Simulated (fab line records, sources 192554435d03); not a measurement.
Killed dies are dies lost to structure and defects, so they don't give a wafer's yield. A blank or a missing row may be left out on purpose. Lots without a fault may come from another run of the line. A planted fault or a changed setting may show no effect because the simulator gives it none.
Split-lot experiment | flow n5_finfet | 7 lots, 21 wafers read, on a route of 1938 steps

THE SPLIT
At N5_BEOL_M15_EXPOSE_07 (exposes mask V14), the setting dose_mj was moved away from the recipe's 41.25 on 10 of the 21 wafers read, by -7.1% to +7.0%. The other wafers ran this setting at the recipe's value.

FROM THE SPLIT TO THE READING: what the file shows between them, 6 steps
- N5_BEOL_M15_PEB_08: peb time 90 s
- N5_BEOL_M15_DEVELOP_09: develop time 45 s
- N5_BEOL_M15_HARDBAKE_14: time 120 s
- N5_BEOL_M15_CD_MEAS_10: target cd 360 nm
- N5_BEOL_M15_STRIP_65: strips in post etch residue remover, time 60 s
- N5_BEOL_M15_SRD_66: time 30 s, dry time 30 s

THE READING
cd_nm, in nm, at N5_BEOL_M15_CD_MEAS_17 (target cd 360 nm). Fault-free wafers of this fab line usually give 360.3 nm, standard deviation 2 nm.

wafer  | tool, chamber at the split | dose_mj as run | against the recipe | cd_nm, nm | against lot-mates on the recipe
L077.2 | krf_scanner-01, 0          | 38.36          | -7.0%              | 351.7     | -9.9
L077.3 | krf_scanner-01, 0          | 41.25          | recipe             | 361.6     | -
L077.4 | krf_scanner-01, 0          | 38.36          | -7.0%              | 349.5     | -12.1
L078.2 | krf_scanner-02, 0          | 41.25          | recipe             | 360.1     | -
L078.5 | krf_scanner-02, 0          | 44.13          | +7.0%              | 370.8     | +10.7
L078.6 | krf_scanner-02, 0          | 44.13          | +7.0%              | 373.0     | +12.9
L082.1 | krf_scanner-01, 0          | 41.25          | recipe             | 364.9     | -
L082.2 | krf_scanner-01, 0          | 39.95          | -3.2%              | 354.8     | -8.4
L082.5 | krf_scanner-01, 0          | 41.25          | recipe             | 361.6     | -
L089.2 | krf_scanner-02, 0          | 41.25          | recipe             | 358.9     | -
L089.3 | krf_scanner-02, 0          | 42.4           | +2.8%              | 366.2     | +7.3
L089.4 | krf_scanner-02, 0          | 42.4           | +2.8%              | 362.9     | +4.0
L088.1 | krf_scanner-01, 0          | 41.25          | recipe             | 362.0     | -
L088.3 | krf_scanner-01, 0          | 41.25          | recipe             | 362.8     | -
L088.4 | krf_scanner-01, 0          | 41.25          | recipe             | 362.1     | -
L096.1 | krf_scanner-01, 0          | 38.34          | -7.1%              | 349.9     | -9.0
L096.2 | krf_scanner-01, 0          | 41.25          | recipe             | 358.9     | -
L096.3 | krf_scanner-01, 0          | 38.34          | -7.1%              | 348.0     | -10.9
L094.1 | krf_scanner-02, 0          | 41.25          | recipe             | 360.2     | -
L094.2 | krf_scanner-02, 0          | 41.25          | recipe             | 358.6     | -
L094.3 | krf_scanner-02, 0          | 39.91          | -3.2%              | 354.8     | -4.6

THE FIT
A straight line over all 21 wafers: cd_nm changes by +1.58 nm for each +1% of dose_mj; r = +0.97; the points scatter about the line by 1.7 nm.
The same after taking each lot's own level away (the mean of its wafers on the recipe; 21 wafers): +1.62 nm for each +1%; r = +0.98; scatter 1.4 nm.
On that fit, the largest move of dose_mj shifts the reading by 11 nm.
The lots' own levels span 358.90 to 363.25 nm, that is 2.2 times the standard deviation above.
So the lot-to-lot level changes the slope little: the two slopes agree.
Check: with one of the wafers moved furthest among these (-7.1%) left out of the fit, the line predicts -11.7 nm for it against its lot-mates. It came out at -9 nm against them.

THE WHOLE CHAIN: every reading that the file lists as answering this split, in the file's order
step                   | what it does     | reading | change (the file's fit)              | r (the file's)
N5_BEOL_M15_CD_MEAS_10 | target cd 360 nm | cd_nm   | +1.58 nm for each +1% of the setting | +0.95
N5_BEOL_M15_CD_MEAS_17 | target cd 360 nm | cd_nm   | +1.63 nm for each +1% of the setting | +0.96

THE FILE'S OWN FIT
cd_nm changes by +1.63 nm for each +1% of dose_mj, r = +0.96.
